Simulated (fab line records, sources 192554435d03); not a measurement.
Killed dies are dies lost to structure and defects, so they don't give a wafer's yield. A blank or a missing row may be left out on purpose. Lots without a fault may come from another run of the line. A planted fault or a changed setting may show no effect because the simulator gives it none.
fab line records | flow n5_finfet
record lots=24 wafers=72 last_day=18
route steps=1938 shown START@1 FIN_SAQP@101 STI_FIN_REVEAL@190 DUMMY_GATE@245 SD_EPI_N@271
lots that met no fault: from a run of the same line without faults
start_h: hours from the record's first day to the start of the lot's first wafer shown | wait_h: hours since the lot's step before | " the same as in the row above | L1.1+2: a row that stands for several wafers | - no value, or no start given | * or withheld: withheld | < > ~ a bound
route shown NAME@n: a module of which the file shows steps, and the number in the route of the first | usual: mean/standard deviation of fault-free wafers | same: alike in all rows | chamber/n: place in a boat | sites: the reading at each site | _std_site: their standard deviation | _edge_site: outer sites' mean less inner sites' | radius_mm: how far each site lies from the wafer's centre | mask NAME#n: copy n | behind: the tool/chamber that last shaped the wafer | hold: why the lot was held/for how many hours/how that ended | device: the transistor (n, p or np) that didn't switch | end of line: the same wafers' tests at the end of the route | a step without rows: its recipe alone | killed: dies lost to structure and defects at the first sort, not the wafer's yield | map: a wafer's dies, x killed, . not, _ none there
set.NAME: the setting as run; set.NAME@STEP: as run at that earlier step | model.NAME: the simulator's own value behind a step, which no gauge read
steps of the route over a sample of lots; a table a step, a row a wafer
services: from which hour (start_h, from the record's first day; less than 0 if before it) a tool's chamber was out of use, for how many hours, and why
## steps
# step N5_START_INSPECT_01
# recipe inspect_instrument=unpatterned_scan mode=incoming
# usual raw_defect_count=5.6/2.5
# columns lot.wafer tool chamber start_h wait_h raw_defect_count
L074.2 defect_inspect-01 - 12.03 - 7
L074.3 " - " " 10
L074.5 " - " " 8
L075.1 defect_inspect-01 - 18.03 - 4
L075.5 " - " " 4
L075.6 " - " " 6
L076.1 defect_inspect-02 - 24.03 - 6
L076.3 " - " " 4
L076.5 " - " " 5
L077.2 defect_inspect-02 - 30.03 - 6
L077.5 " - " " 2
L077.6 " - " " 4
L078.3 defect_inspect-01 - 36.03 - 4
L078.5 " - " " 2
L078.6 " - " " 6
L079.2 defect_inspect-02 - 42.03 - 4
L079.5 " - " " 10
L079.6 " - " " 5
L080.2 defect_inspect-01 - 48.03 - 1
L080.3 " - " " 4
L080.6 " - " " 9
L081.1 defect_inspect-02 - 54.03 - 7
L081.4 " - " " 5
L081.6 " - " " 4
L082.1 defect_inspect-02 - 60.03 - 8
L082.2 " - " " 11
L082.5 " - " " 3
L083.2 defect_inspect-02 - 66.03 - 6
L083.5 " - " " 6
L083.6 " - " " 4
L084.1 defect_inspect-01 - 72.03 - 10
L084.5 " - " " 3
L084.6 " - " " 6
L085.2 defect_inspect-01 - 78.03 - 6
L085.3 " - " " 10
L085.5 " - " " 6
L086.1 defect_inspect-01 - 84.03 - 3
L086.5 " - " " 5
L086.6 " - " " 6
L087.2 defect_inspect-02 - 90.03 - 10
L087.3 " - " " 11
L087.5 " - " " 12
L088.1 defect_inspect-02 - 96.03 - 9
L088.3 " - " " 9
L088.5 " - " " 5
L089.1 defect_inspect-02 - 102.03 - 9
L089.2 " - " " 8
L089.5 " - " " 7
L090.1 defect_inspect-02 - 108.03 - 6
L090.3 " - " " 7
L090.4 " - " " 7
L091.1 defect_inspect-02 - 114.03 - 4
L091.2 " - " " 5
L091.5 " - " " 7
L092.1 defect_inspect-01 - 120.03 - 11
L092.2 " - " " 5
L092.3 " - " " 4
L093.1 defect_inspect-02 - 126.03 - 7
L093.4 " - " " 9
L093.5 " - " " 3
L094.2 defect_inspect-01 - 132.03 - 2
L094.4 " - " " 8
L094.5 " - " " 5
L095.2 defect_inspect-01 - 138.03 - 3
L095.3 " - " " 6
L095.4 " - " " 5
L096.2 defect_inspect-02 - 144.03 - 8
L096.3 " - " " 4
L096.6 " - " " 7
L097.1 defect_inspect-01 - 150.08 - 8
L097.5 " - " " 4
L097.6 " - " " 3
# step N5_FIN_SAQP_THK_MEAS_07
# usual thk_nm=59.5/0.78
# columns lot.wafer tool chamber start_h wait_h thk_nm
L074.2 film_metro-02 - 21.59 0.1 58.8
L074.3 " - " " 60.0
L074.5 " - " " 61.5
L075.1 film_metro-02 - 27.67 0.1 58.0
L075.5 " - " " 59.7
L075.6 " - " " 59.3
L076.1 film_metro-01 - 33.50 0.1 59.2
L076.3 " - " " 59.2
L076.5 " - " " 59.8
L077.2 film_metro-01 - 39.53 0.1 59.3
L077.5 " - " " 60.5
L077.6 " - " " 59.7
L078.3 film_metro-02 - 45.05 0.1 59.5
L078.5 " - " " 60.4
L078.6 " - " " 60.4
L079.2 film_metro-02 - 50.87 0.1 58.6
L079.5 " - " " 59.8
L079.6 " - " " 60.6
L080.2 film_metro-01 - 57.81 0.1 59.1
L080.3 " - " " 60.0
L080.6 " - " " 60.9
L081.1 film_metro-02 - 63.82 0.1 58.9
L081.4 " - " " 59.3
L081.6 " - " " 60.5
L082.1 film_metro-01 - 70.10 0.1 59.6
L082.2 " - " " 59.0
L082.5 " - " " 59.5
L083.2 film_metro-02 - 75.82 0.1 59.3
L083.5 " - " " 59.8
L083.6 " - " " 59.5
L084.1 film_metro-01 - 81.71 0.1 58.7
L084.5 " - " " 58.1
L084.6 " - " " 59.0
L085.2 film_metro-01 - 88.19 0.1 59.9
L085.3 " - " " 58.8
L085.5 " - " " 59.2
L086.1 film_metro-01 - 94.52 0.1 58.2
L086.5 " - " " 58.6
L086.6 " - " " 59.4
L087.2 film_metro-02 - 98.93 0.1 59.9
L087.3 " - " " 58.8
L087.5 " - " " 61.0
L088.1 film_metro-01 - 106.57 0.1 59.5
L088.3 " - " " 59.5
L088.5 " - " " 61.0
L089.1 film_metro-01 - 113.91 0.1 59.0
L089.2 " - " " 58.9
L089.5 " - " " 60.3
L090.1 film_metro-02 - 117.92 0.1 58.9
L090.3 " - " " 58.8
L090.4 " - " " 60.7
L091.1 film_metro-02 - 125.39 0.1 59.9
L091.2 " - " " 59.2
L091.5 " - " " 59.6
L092.1 film_metro-01 - 132.22 0.1 58.6
L092.2 " - " " 59.5
L092.3 " - " " 58.6
L093.1 film_metro-02 - 135.95 0.1 57.6
L093.4 " - " " 59.7
L093.5 " - " " 59.3
L094.2 film_metro-02 - 143.01 0.1 59.1
L094.4 " - " " 60.5
L094.5 " - " " 60.0
L095.2 film_metro-01 - 148.45 0.1 58.6
L095.3 " - " " 58.2
L095.4 " - " " 60.1
L096.2 film_metro-01 - 154.85 0.1 59.5
L096.3 " - " " 59.0
L096.6 " - " " 58.8
L097.1 film_metro-01 - 159.67 0.1 59.8
L097.5 " - " " 59.1
L097.6 " - " " 59.9
# step N5_FIN_SAQP_ETCH_51
# recipe chemistry=CF4 target=SiARC target_depth_a=455 mask_material=CAR-ArF time_s=75.8 ion_energy_ev=80 pressure_mtorr=40 source_w=545 bias_w=36 Ar_flow_sccm=100 cf4_flow_sccm=100 ends=cleared
# usual drypump_motor_current_A=5.6/0.47 etch_rf_on_time_s=75.9/1.8 oes_product_au=0.65/0.077 rf_vpp_V=183.7/1 showerhead_plenum_p_Torr=2.10/0.056 throttle_valve_pct=15.65/0.2
# columns lot.wafer tool chamber start_h wait_h drypump_motor_current_A etch_rf_on_time_s oes_product_au rf_hours_counter_h rf_vpp_V showerhead_plenum_p_Torr throttle_valve_pct
L074.2 rie_diel-02 2 22.20 0.0 5.4 76.7 0.60 218 183.5 2.04 15.83
L074.3 " 3 " " 6.6 75.0 0.61 172 183.3 2.05 15.41
L074.5 " 0 " " 5.6 74.6 0.66 - 182.7 2.05 15.60
L075.1 rie_diel-06 1 28.16 0.0 4.9 76.4 0.74 63 184.0 2.18 15.30
L075.5 " 2 " " 5.5 74.9 0.82 - 185.0 2.18 15.67
L075.6 " 3 " " 5.3 74.2 0.61 - 184.5 2.12 15.55
L076.1 rie_diel-02 3 34.29 0.0 6.5 76.6 0.61 176 182.5 2.05 15.41
L076.3 " 0 " " 5.6 75.6 0.65 143 184.3 2.05 15.61
L076.5 " 1 " " 5.4 80.2 0.59 - 183.1 2.05 15.70
L077.2 rie_diel-01 2 40.15 0.0 5.1 74.6 0.62 198 184.9 2.13 15.51
L077.5 " 2 " " 5.1 74.9 0.62 - 183.4 2.12 15.50
L077.6 " 3 " " 6.1 75.0 0.59 - 183.8 2.13 16.01
L078.3 rie_diel-06 1 45.66 0.0 4.9 76.5 0.73 69 184.7 2.18 15.31
L078.5 " 0 " " 5.5 75.9 0.62 - 182.6 2.03 15.80
L078.6 " 1 " " 4.9 76.9 0.73 - 184.5 2.18 15.29
L079.2 rie_diel-02 1 51.57 0.0 5.4 80.4 0.59 198 183.9 2.05 15.71
L079.5 " 1 " " 5.4 79.7 0.59 - 183.3 2.05 15.71
L079.6 " 0 " " 5.6 76.1 0.64 - 183.0 2.05 15.62
L080.2 rie_diel-01 1 58.43 0.0 6.7 76.6 0.61 213 183.7 2.12 15.99
L080.3 " 2 " " 5.1 76.0 0.61 205 183.7 2.12 15.54
L080.6 " 3 " " 6.0 74.6 0.59 - 184.8 2.13 16.01
L081.1 rie_diel-06 0 64.43 0.0 5.5 75.2 0.62 222 183.8 2.03 15.77
L081.4 " 3 " " 5.3 72.7 0.60 232 185.5 2.12 15.55
L081.6 " 2 " " 5.5 74.6 0.79 - 183.7 2.18 15.70
L082.1 rie_diel-06 0 70.59 0.0 5.5 75.4 0.61 224 183.7 2.03 15.81
L082.2 " 1 " " 4.9 76.5 0.73 77 183.6 2.17 15.34
L082.5 " 2 " " 5.5 74.3 0.79 - 184.8 2.17 15.70
L083.2 rie_diel-02 0 76.46 0.0 5.6 74.8 0.64 157 182.4 2.05 15.61
L083.5 " 0 " " 5.6 75.9 0.64 - 183.1 2.05 15.62
L083.6 " 1 " " 5.3 79.9 0.58 - 182.1 2.05 15.74
L084.1 rie_diel-02 2 82.43 0.0 5.4 76.8 0.58 239 183.1 2.03 15.89
L084.5 " 3 " " 6.5 75.8 0.60 - 183.6 2.05 15.45
L084.6 " 2 " " 5.4 76.5 0.59 - 182.9 2.03 15.88
L085.2 rie_diel-01 1 89.72 0.0 6.7 75.4 0.61 225 183.4 2.11 16.02
L085.3 " 3 " " 6.0 74.3 0.59 238 183.8 2.13 16.05
L085.5 " 2 " " 5.1 74.8 0.60 - 184.4 2.12 15.54
L086.1 rie_diel-02 0 95.14 0.0 5.6 75.2 0.64 164 184.2 2.05 15.64
L086.5 " 0 " " 5.6 76.2 0.63 - 183.9 2.05 15.65
L086.6 " 3 " " 6.6 75.9 0.60 - 182.7 2.04 15.46
L087.2 rie_diel-06 0 100.48 0.0 5.5 75.3 0.61 233 182.2 2.02 15.82
L087.3 " 2 " " 5.5 74.7 0.78 29 183.7 2.17 15.73
L087.5 " 0 " " 5.5 76.0 0.61 - 183.2 2.02 15.80
L088.1 rie_diel-06 0 109.30 0.0 5.6 75.8 0.61 238 182.5 2.02 15.83
L088.3 " 3 " " 5.3 74.5 0.59 246 184.6 2.11 15.60
L088.5 " 0 " " 5.5 75.5 0.60 - 182.7 2.02 15.82
L089.1 rie_diel-01 2 115.38 0.0 5.1 75.6 0.59 227 184.1 2.12 15.57
L089.2 " 1 " " 6.7 76.1 0.59 236 183.7 2.11 16.03
L089.5 " 1 " " 6.7 76.6 0.59 - 184.4 2.11 16.03
L090.1 rie_diel-06 0 119.25 0.0 5.5 75.0 0.60 243 182.2 2.02 15.84
L090.3 " 1 " " 4.9 76.1 0.71 97 184.0 2.17 15.36
L090.4 " 0 " " 5.5 75.7 0.59 - 181.9 2.02 15.83
L091.1 rie_diel-06 0 126.66 0.0 5.5 75.5 0.60 249 183.2 2.02 15.85
L091.2 " 1 " " 4.9 76.5 0.69 103 185.3 2.16 15.37
L091.5 " 2 " " 5.5 74.2 0.75 - 183.9 2.17 15.75
L092.1 rie_diel-06 1 133.10 0.0 4.9 77.3 0.69 105 185.5 2.16 15.39
L092.2 " 0 " " 5.5 76.6 0.59 252 183.3 2.02 15.86
L092.3 " 0 " " 5.5 76.9 0.59 - 182.9 2.02 15.85
L093.1 rie_diel-06 3 136.57 0.0 5.3 71.8 0.87 1 182.8 2.11 15.11
L093.4 " 3 " " 5.3 71.1 0.87 - 182.1 2.11 15.13
L093.5 " 1 " " 4.9 76.3 0.69 - 183.7 2.16 15.38
L094.2 rie_diel-01 0 143.70 0.0 6.0 78.4 0.67 108 183.4 2.16 15.58
L094.4 " 3 " " 6.0 73.3 0.84 - 183.9 2.12 15.58
L094.5 " 2 " " 5.1 74.2 0.59 - 184.1 2.11 15.59
L095.2 rie_diel-01 3 149.20 0.0 6.1 73.6 0.83 4 183.1 2.12 15.57
L095.3 " 0 " " 6.0 78.7 0.66 111 185.0 2.16 15.60
L095.4 " 2 " " 5.2 74.8 0.59 - 183.7 2.11 15.61
L096.2 rie_diel-02 1 155.49 0.0 5.3 80.4 0.56 228 184.1 2.04 15.77
L096.3 " 0 " " 5.6 76.4 0.63 - 184.2 2.04 15.69
L096.6 " 0 " " 5.6 76.7 0.62 - 183.4 2.04 15.67
L097.1 rie_diel-01 3 160.16 0.0 6.0 74.0 0.81 10 184.1 2.12 15.57
L097.5 " 0 " " 6.0 78.9 0.65 - 184.6 2.16 15.61
L097.6 " 2 " " 5.1 74.5 0.59 - 182.6 2.11 15.62
# step N5_STI_FIN_REVEAL_ETCHBACK_08
# recipe chemistry=C4F6/O2 target=SiO2 target_depth_a=305 time_s=10.167 ion_energy_ev=250 pressure_mtorr=30 source_w=345 bias_w=185 Ar_flow_sccm=300 C4F6_flow_sccm=10 O2_flow_sccm=10
# usual drypump_motor_current_A=5.6/0.51 oes_product_au=0.76/0.091 rf_vpp_V=658/12 showerhead_plenum_p_Torr=2.80/0.086 throttle_valve_pct=21.17/0.22
# columns lot.wafer tool chamber start_h wait_h drypump_motor_current_A oes_product_au rf_hours_counter_h rf_vpp_V showerhead_plenum_p_Torr throttle_valve_pct
L074.2 rie_diel-02 1 34.60 0.2 5.4 0.69 193 662 2.73 21.25
L074.3 " 0 " " 5.6 0.77 143 647 2.72 21.07
L074.5 " 2 " " 5.4 0.70 - 658 2.71 21.38
L075.1 rie_diel-01 2 39.91 0.2 5.1 0.73 197 674 2.82 21.03
L075.5 " 1 " " 6.7 0.73 - 657 2.81 21.49
L075.6 " 2 " " 5.2 0.72 - 674 2.82 21.02
L076.1 rie_diel-06 1 47.09 0.2 4.9 0.86 69 679 2.89 20.90
L076.3 " 0 " " 5.5 0.71 217 632 2.70 21.34
L076.5 " 0 " " 5.5 0.71 - 630 2.70 21.33
L077.2 rie_diel-01 3 52.17 0.2 6.1 0.70 226 659 2.83 21.56
L077.5 " 2 " " 5.1 0.72 - 675 2.82 21.02
L077.6 " 3 " " 6.0 0.70 - 659 2.83 21.58
L078.3 rie_diel-01 3 58.07 0.2 6.1 0.68 228 659 2.83 21.58
L078.5 " 3 " " 6.1 0.69 - 657 2.83 21.57
L078.6 " 2 " " 5.1 0.72 - 675 2.82 21.04
L079.2 rie_diel-01 2 63.34 0.2 5.1 0.72 206 674 2.82 21.04
L079.5 " 0 " " 6.0 0.83 - 653 2.90 21.17
L079.6 " 1 " " 6.7 0.72 - 656 2.81 21.51
L080.2 rie_diel-02 1 71.17 0.2 5.4 0.68 205 662 2.73 21.26
L080.3 " 2 " " 5.4 0.70 236 658 2.70 21.41
L080.6 " 1 " " 5.4 0.69 - 662 2.73 21.28
L081.1 rie_diel-02 0 76.30 0.3 5.6 0.75 157 645 2.71 21.06
L081.4 " 1 " " 5.4 0.69 207 663 2.73 21.25
L081.6 " 3 " " 6.6 0.70 - 653 2.71 20.84
L082.1 rie_diel-06 0 82.29 0.2 5.5 0.69 227 630 2.69 21.34
L082.2 " 2 " " 5.5 0.91 23 663 2.88 21.28
L082.5 " 0 " " 5.5 0.70 - 630 2.69 21.35
L083.2 rie_diel-02 0 88.40 0.2 5.6 0.74 161 646 2.71 21.09
L083.5 " 0 " " 5.6 0.75 - 647 2.71 21.09
L083.6 " 3 " " 6.5 0.70 - 653 2.70 20.84
L084.1 rie_diel-06 0 95.63 0.2 5.5 0.70 231 630 2.69 21.35
L084.5 " 2 " " 5.5 0.90 - 664 2.88 21.27
L084.6 " 3 " " 5.3 0.69 - 657 2.80 20.99
L085.2 rie_diel-06 3 101.91 0.3 5.3 0.69 243 658 2.80 21.00
L085.3 " 2 " " 5.5 0.90 29 664 2.88 21.30
L085.5 " 2 " " 5.5 0.89 - 663 2.88 21.29
L086.1 rie_diel-06 0 107.32 0.3 5.5 0.71 237 630 2.69 21.34
L086.5 " 1 " " 4.9 0.84 - 680 2.88 20.92
L086.6 " 2 " " 5.5 0.90 - 663 2.88 21.31
L087.2 rie_diel-01 0 119.60 0.3 6.0 0.81 95 652 2.89 21.20
L087.3 " 2 " " 5.1 0.69 229 675 2.81 21.04
L087.5 " 1 " " 6.7 0.69 - 656 2.80 21.55
L088.1 rie_diel-06 2 122.38 0.3 5.5 0.87 41 663 2.87 21.29
L088.3 " 1 " " 4.9 0.83 100 679 2.88 20.94
L088.5 " 0 " " 5.6 0.69 - 631 2.69 21.37
L089.1 rie_diel-02 0 127.69 0.3 5.6 0.74 166 645 2.71 21.11
L089.2 " 2 " " 5.5 0.68 246 659 2.70 21.42
L089.5 " 0 " " 5.6 0.74 - 646 2.71 21.09
L090.1 rie_diel-01 0 134.23 0.3 6.0 0.79 104 653 2.89 21.19
L090.3 " 1 " " 6.7 0.69 247 656 2.80 21.55
L090.4 " 0 " " 6.0 0.78 - 653 2.89 21.19
L091.1 rie_diel-01 1 139.93 0.3 6.7 0.69 250 656 2.79 21.56
L091.2 " 2 " " 5.2 0.69 240 675 2.80 21.09
L091.5 " 2 " " 5.2 0.70 - 675 2.80 21.07
L092.1 rie_diel-06 1 146.72 0.3 4.9 0.81 112 680 2.87 20.94
L092.2 " 3 " " 5.3 0.96 6 659 2.80 20.74
L092.3 " 2 " " 5.5 0.86 49 664 2.87 21.31
L093.1 rie_diel-02 0 148.59 0.2 5.6 0.73 175 647 2.70 21.11
L093.4 " 0 " " 5.6 0.73 - 647 2.70 21.12
L093.5 " 0 " " 5.6 0.74 - 645 2.70 21.10
L094.2 rie_diel-02 1 156.92 0.2 5.4 0.66 229 662 2.72 21.30
L094.4 " 0 " " 5.6 0.73 - 646 2.70 21.12
L094.5 " 1 " " 5.4 0.67 - 662 2.72 21.28
L095.2 rie_diel-02 3 163.61 0.2 6.6 0.69 204 652 2.70 20.86
L095.3 " 1 " " 5.4 0.67 232 660 2.71 21.30
L095.4 " 2 " " 5.4 0.99 2 670 3.03 21.04
L096.2 rie_diel-06 2 167.59 0.2 5.5 0.86 55 664 2.87 21.34
L096.3 " 0 " " 5.5 0.99 1 641 3.02 20.96
L096.6 " 0 " " 5.5 0.99 - 641 3.02 20.95
L097.1 rie_diel-06 2 172.49 0.2 5.5 0.86 57 664 2.87 21.34
L097.5 " 3 " " 5.3 0.94 - 658 2.79 20.76
L097.6 " 0 " " 5.5 0.99 - 642 3.02 20.96
# step N5_DUMMY_GATE_HM_OPEN_21
# recipe chemistry=CH3F/O2 target=SiNx target_depth_a=1200 Ar_flow_sccm=150 CH3F_flow_sccm=30 O2_flow_sccm=23 time_s=171.4 pressure_mtorr=30 source_w=395 bias_w=73 ion_energy_ev=120.7
# usual CH3F_flow_sccm=30.00/0.085 drypump_motor_current_A=5.5/0.36 oes_product_au=0.76/0.062 rf_vpp_V=300/6.1 showerhead_plenum_p_Torr=2.03/0.049 throttle_valve_pct=16.51/0.13
# columns lot.wafer tool chamber start_h wait_h CH3F_flow_sccm drypump_motor_current_A oes_product_au rf_hours_counter_h rf_vpp_V showerhead_plenum_p_Torr throttle_valve_pct
L074.2 rie_diel-03 2 48.17 0.0 30.01 5.1 0.69 211 301 2.09 16.41
L074.3 " 1 " " 29.95 5.1 0.80 112 305 2.03 16.42
L074.5 " 3 " " 30.00 5.6 0.79 - 311 2.12 16.73
L075.1 rie_diel-05 1 52.20 0.0 29.90 5.6 0.72 152 295 2.01 16.48
L075.5 " 2 " " 29.89 5.3 0.76 - 291 2.03 16.36
L075.6 " 3 " " 29.97 5.8 0.77 - 305 2.02 16.44
L076.1 rie_diel-03 2 59.46 0.0 30.00 5.1 0.68 214 301 2.09 16.41
L076.3 " 1 " " 30.02 5.1 0.79 115 305 2.03 16.42
L076.5 " 1 " " 29.95 5.1 0.80 - 304 2.03 16.42
L077.2 rie_diel-05 0 64.66 0.0 30.15 5.8 0.75 154 302 2.10 16.55
L077.5 " 0 " " 30.18 5.8 0.75 - 303 2.10 16.55
L077.6 " 1 " " 30.17 5.5 0.72 - 295 2.01 16.47
L078.3 rie_diel-03 2 70.46 0.0 29.90 5.0 0.68 216 300 2.09 16.42
L078.5 " 3 " " 30.05 5.6 0.79 - 311 2.11 16.75
L078.6 " 2 " " 29.87 5.1 0.68 - 302 2.09 16.42
L079.2 rie_diel-03 3 76.74 0.0 29.98 5.6 0.79 128 310 2.11 16.74
L079.5 " 3 " " 29.79 5.6 0.79 - 312 2.11 16.73
L079.6 " 2 " " 29.89 5.1 0.68 - 302 2.09 16.44
L080.2 rie_diel-05 2 85.84 0.0 29.98 5.3 0.75 147 291 2.03 16.37
L080.3 " 0 " " 30.07 5.8 0.74 161 303 2.10 16.53
L080.6 " 2 " " 29.93 5.3 0.75 - 291 2.03 16.37
L081.1 rie_diel-03 0 88.49 0.0 30.12 5.5 0.91 26 300 1.98 16.33
L081.4 " 2 " " 30.07 5.1 0.68 220 299 2.09 16.42
L081.6 " 2 " " 29.94 5.1 0.68 - 301 2.09 16.43
L082.1 rie_diel-05 1 95.68 0.0 29.95 5.5 0.71 164 293 2.01 16.49
L082.2 " 2 " " 30.15 5.3 0.75 150 291 2.03 16.37
L082.5 " 2 " " 29.93 5.2 0.75 - 291 2.03 16.37
L083.2 rie_diel-05 1 102.73 0.0 30.04 5.6 0.70 166 294 2.01 16.49
L083.5 " 1 " " 30.12 5.5 0.72 - 295 2.01 16.50
L083.6 " 0 " " 30.10 5.8 0.74 - 304 2.10 16.53
L084.1 rie_diel-03 1 110.70 0.0 29.99 5.1 0.78 129 306 2.03 16.46
L084.5 " 3 " " 30.02 5.6 0.79 - 311 2.11 16.75
L084.6 " 2 " " 29.96 5.1 0.67 - 299 2.08 16.46
L085.2 rie_diel-03 3 114.30 0.0 29.92 5.6 0.78 138 310 2.11 16.77
L085.3 " 1 " " 30.06 5.1 0.78 130 307 2.03 16.45
L085.5 " 3 " " 29.96 5.6 0.79 - 309 2.11 16.78
L086.1 rie_diel-05 2 122.77 0.0 29.92 5.3 0.74 158 292 2.02 16.39
L086.5 " 1 " " 30.08 5.6 0.70 - 293 2.00 16.51
L086.6 " 0 " " 30.09 5.8 0.75 - 303 2.09 16.58
L087.2 rie_diel-03 3 132.33 0.0 30.01 5.6 0.78 146 310 2.11 16.79
L087.3 " 2 " " 30.07 5.1 0.67 234 302 2.08 16.45
L087.5 " 1 " " 30.00 5.1 0.77 - 305 2.02 16.46
L088.1 rie_diel-05 2 134.77 0.0 30.07 5.3 0.73 164 291 2.02 16.39
L088.3 " 1 " " 29.99 5.6 0.70 177 296 2.00 16.53
L088.5 " 2 " " 30.00 5.3 0.73 - 292 2.02 16.41
L089.1 rie_diel-04 2 140.47 0.0 29.96 6.5 0.70 224 301 1.92 16.51
L089.2 " 0 " " 30.02 6.1 0.75 177 305 2.02 16.53
L089.5 " 3 " " 29.98 5.0 0.69 - 292 2.00 16.70
L090.1 rie_diel-03 3 146.82 0.0 30.02 5.6 0.77 150 309 2.11 16.81
L090.3 " 0 " " 29.91 5.5 0.87 47 297 1.97 16.35
L090.4 " 1 " " 30.02 5.1 0.76 143 305 2.02 16.47
L091.1 rie_diel-04 3 152.42 0.0 29.86 5.0 0.69 230 291 2.00 16.70
L091.2 " 1 " " 29.99 5.5 0.79 105 290 2.03 16.72
L091.5 " 1 " " 29.92 5.6 0.79 - 289 2.03 16.73
L092.1 rie_diel-04 0 160.60 0.0 29.91 6.1 0.75 182 305 2.02 16.52
L092.2 " 2 " " 30.03 6.5 0.70 229 301 1.92 16.53
L092.3 " 1 " " 29.98 5.6 0.78 107 290 2.03 16.73
L093.1 rie_diel-05 3 164.76 0.0 30.02 5.8 0.74 160 306 2.00 16.50
L093.4 " 0 " " 29.99 5.8 0.73 187 304 2.09 16.60
L093.5 " 1 " " 30.11 5.6 0.71 - 296 2.00 16.54
L094.2 rie_diel-03 0 169.69 0.0 30.00 5.5 0.85 53 297 1.97 16.39
L094.4 " 3 " " 30.02 5.6 0.77 157 310 2.10 16.81
L094.5 " 1 " " 30.09 5.1 0.77 - 305 2.02 16.49
L095.2 rie_diel-05 3 176.23 0.0 29.93 5.8 0.75 162 304 2.00 16.50
L095.3 " 2 " " 29.92 5.2 0.72 176 291 2.02 16.42
L095.4 " 1 " " 30.02 5.6 0.69 189 295 2.00 16.55
L096.2 rie_diel-05 0 180.33 0.0 30.03 5.8 0.73 190 304 2.09 16.61
L096.3 " 3 " " 30.09 5.9 0.75 163 303 2.00 16.51
L096.6 " 3 " " 29.98 5.8 0.75 - 305 2.00 16.51
L097.1 rie_diel-03 0 185.13 0.0 30.04 5.5 0.86 58 298 1.97 16.38
L097.5 " 2 " " 30.03 5.1 0.66 - 299 2.08 16.49
L097.6 " 1 " " 30.09 5.1 0.76 - 306 2.02 16.51
# step N5_SD_EPI_N_OVL_MEAS_10
# recipe points_per_wafer=44
# usual SD_N_BLK_OVL=-0.4/0.71
# columns lot.wafer tool chamber start_h wait_h SD_N_BLK_OVL[nm]
L074.2 overlay-02 0 49.98 0.0 -1.5
L074.3 " 0 " " -0.5
L074.5 " 0 " " -0.7
L075.1 overlay-02 0 54.47 0.0 -0.5
L075.5 " 0 " " -0.2
L075.6 " 0 " " 0.8
L076.1 overlay-02 0 61.33 0.0 -1.2
L076.3 " 0 " " -0.8
L076.5 " 0 " " -0.6
L077.2 overlay-01 0 66.61 0.0 -0.4
L077.5 " 0 " " -1.0
L077.6 " 0 " " -1.2
L078.3 overlay-02 0 72.15 0.0 -0.9
L078.5 " 0 " " -2.2
L078.6 " 0 " " -0.3
L079.2 overlay-02 0 78.53 0.0 0.1
L079.5 " 0 " " -0.4
L079.6 " 0 " " -0.7
L080.2 overlay-01 0 88.29 0.0 -2.3
L080.3 " 0 " " -0.4
L080.6 " 0 " " -0.3
L081.1 overlay-01 0 90.16 0.0 -0.1
L081.4 " 0 " " -0.3
L081.6 " 0 " " 0.6
L082.1 overlay-01 0 97.28 0.0 -0.2
L082.2 " 0 " " -0.1
L082.5 " 0 " " -0.4
L083.2 overlay-01 0 104.41 0.0 0.4
L083.5 " 0 " " -0.2
L083.6 " 0 " " -0.4
L084.1 overlay-01 0 113.64 0.0 -0.1
L084.5 " 0 " " -1.2
L084.6 " 0 " " -0.7
L085.2 overlay-01 0 116.16 0.0 -0.3
L085.3 " 0 " " 0.0
L085.5 " 0 " " -0.4
L086.1 overlay-02 0 124.60 0.0 -0.7
L086.5 " 0 " " 0.1
L086.6 " 0 " " -1.9
L087.2 overlay-01 0 134.63 0.0 0.4
L087.3 " 0 " " 0.6
L087.5 " 0 " " 0.5
L088.1 overlay-01 0 136.45 0.0 -0.9
L088.3 " 0 " " 0.2
L088.5 " 0 " " 0.0
L089.1 overlay-02 0 142.06 0.0 -0.7
L089.2 " 0 " " -0.7
L089.5 " 0 " " -0.3
L090.1 overlay-02 0 148.50 0.0 -0.4
L090.3 " 0 " " -0.4
L090.4 " 0 " " -0.1
L091.1 overlay-01 0 154.10 0.0 -1.3
L091.2 " 0 " " -0.1
L091.5 " 0 " " -0.7
L092.1 overlay-01 0 162.94 0.0 -0.1
L092.2 " 0 " " -0.2
L092.3 " 0 " " 0.1
L093.1 overlay-01 0 166.67 0.0 0.4
L093.4 " 0 " " -0.2
L093.5 " 0 " " -0.7
L094.2 overlay-02 0 171.65 0.0 -0.5
L094.4 " 0 " " 0.5
L094.5 " 0 " " 1.3
L095.2 overlay-01 0 178.05 0.0 0.8
L095.3 " 0 " " -0.1
L095.4 " 0 " " -0.1
L096.2 overlay-02 0 183.16 0.0 -0.4
L096.3 " 0 " " -0.3
L096.6 " 0 " " -0.7
L097.1 overlay-02 0 188.84 0.0 -0.2
L097.5 " 0 " " 0.0
L097.6 " 0 " " -1.5
## services
# columns tool chamber start_h hours kind
rie_diel-05 3 8.70 8.3 repair
rie_diel-04 1 20.40 7.2 repair
rie_diel-04 2 34.66 7.4 repair
rie_diel-03 2 63.50 4.4 repair
rie_diel-05 3 63.51 2.7 repair
rie_diel-03 - 78.65 2.5 repair
rie_diel-02 - 96.68 28.1 pm
rie_diel-01 - 105.62 2.8 pm
rie_diel-06 3 116.09 - clean
rie_diel-06 3 116.09 - consumable_replace:focus_ring
rie_diel-06 3 116.09 18.1 scheduled_down
rie_diel-06 3 116.09 18.1 vent_cycle
rie_diel-04 - 118.88 14.6 pm
rie_diel-02 3 126.12 3.5 repair
rie_diel-02 2 139.13 - clean
rie_diel-02 2 139.13 - consumable_replace:focus_ring
rie_diel-02 2 139.13 - consumable_replace:showerhead
rie_diel-06 0 141.86 - clean
rie_diel-06 0 141.86 - consumable_replace:focus_ring
rie_diel-06 0 141.86 - consumable_replace:showerhead
rie_diel-06 0 141.86 17.7 scheduled_down
rie_diel-06 0 141.86 17.7 vent_cycle
rie_diel-02 3 143.67 19.0 repair
rie_diel-04 3 164.80 1.4 repair
## key
fault none
